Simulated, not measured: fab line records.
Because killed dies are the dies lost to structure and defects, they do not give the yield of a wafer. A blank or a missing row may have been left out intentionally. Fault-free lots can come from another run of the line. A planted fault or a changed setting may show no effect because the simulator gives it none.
Matching of chambers	flow nand-harc	NHARC_A_BONDPAD_STRIP_15 on rie-diel-05: 4 sister chambers
The step strips in O2. 33 wafers are shown with their chamber, then 12 later ones without.

## WAFERS, EACH WITH ITS CHAMBER
wafer	chamber	showerhead-plenum-p-Torr (Torr)	drypump-motor-current-A (A)	oes-product-au (a.u.)
L074.1	2	3.77	5.4	0.995
L074.2	0	3.66	5.5	1.009
L074.4	1	3.64	5.2	0.999
L075.3	3	3.49	6.0	1.002
L075.5	3	3.50	5.9	1.013
L075.6	0	3.66	5.5	1.014
L077.1	0	3.66	5.4	1.011
L077.2	2	3.77	5.4	1.006
L077.3	1	3.64	5.2	1.006
L080.3	0	3.66	5.5	1.012
L080.4	2	3.77	5.4	1.003
L080.5	0	3.66	5.5	1.020
L081.1	2	3.77	5.4	0.998
L081.3	3	3.49	6.0	1.001
L081.5	3	3.49	6.0	0.987
L083.2	1	3.64	5.2	1.002
L083.3	3	3.49	5.9	1.011
L083.4	1	3.63	5.2	1.009
L084.2	0	3.66	5.5	1.022
L084.5	2	3.77	5.4	0.993
L084.6	3	3.49	5.9	0.989
L085.1	3	3.49	5.9	0.996
L085.2	1	3.63	5.2	0.998
L085.4	2	3.77	5.5	1.002
L089.3	2	3.77	5.4	1.007
L089.4	0	3.66	5.5	1.020
L089.6	1	3.63	5.2	0.995
L088.4	1	3.63	5.2	0.997
L088.5	2	3.77	5.5	0.990
L088.6	1	3.63	5.2	0.996
L091.1	0	3.66	5.5	1.013
L091.2	2	3.77	5.4	0.994
L091.3	3	3.49	5.9	0.996

SIGNATURES (averages over the wafers above)
reading	chamber 0	chamber 1	chamber 2	chamber 3	scatter within a chamber
showerhead-plenum-p-Torr	3.6600	3.6338	3.7700	3.4912	0.00308
drypump-motor-current-A	5.487	5.200	5.422	5.938	0.0385
oes-product-au	1.01513	1.00025	0.99867	0.99937	0.00657
Rule: for each reading, subtract the chamber's mean from the wafer's reading, divide by that reading's scatter and square the result; add these up over the readings and take the root, which gives the wafer's distance from the chamber. The wafer belongs to the nearest chamber; if the next one is less than 2 further off, it can't be placed. The scatter: take each reading less its chamber's mean, square it, sum over the shown wafers, divide by the number of wafers less the number of chambers, and take the root.

## WAFERS MISSING THEIR CHAMBER
wafer	showerhead-plenum-p-Torr (Torr)	drypump-motor-current-A (A)	oes-product-au (a.u.)
L090.1	3.63	5.2	1.005
L090.2	3.77	5.5	1.006
L090.6	3.77	5.5	1.005
L093.2	3.63	5.2	0.996
L093.3	3.77	5.4	0.998
L093.4	3.49	6.0	0.994
L095.1	3.63	5.2	0.987
L095.3	3.77	5.4	0.986
L095.6	3.49	5.9	0.997
L097.1	3.49	6.0	1.003
L097.3	3.63	5.2	1.005
L097.4	3.66	5.5	1.001

## WHICH CHAMBER EACH WENT THROUGH
wafer	from the rows above	in truth
L090.1	1	1
L090.2	2	2
L090.6	2	2
L093.2	1	1
L093.3	2	2
L093.4	3	3
L095.1	1	1
L095.3	2	2
L095.6	3	3
L097.1	3	3
L097.3	1	1
L097.4	0	0
Correctly placed: 12 of 12. Can't be placed from these rows: 0. Placed wrongly: 0.
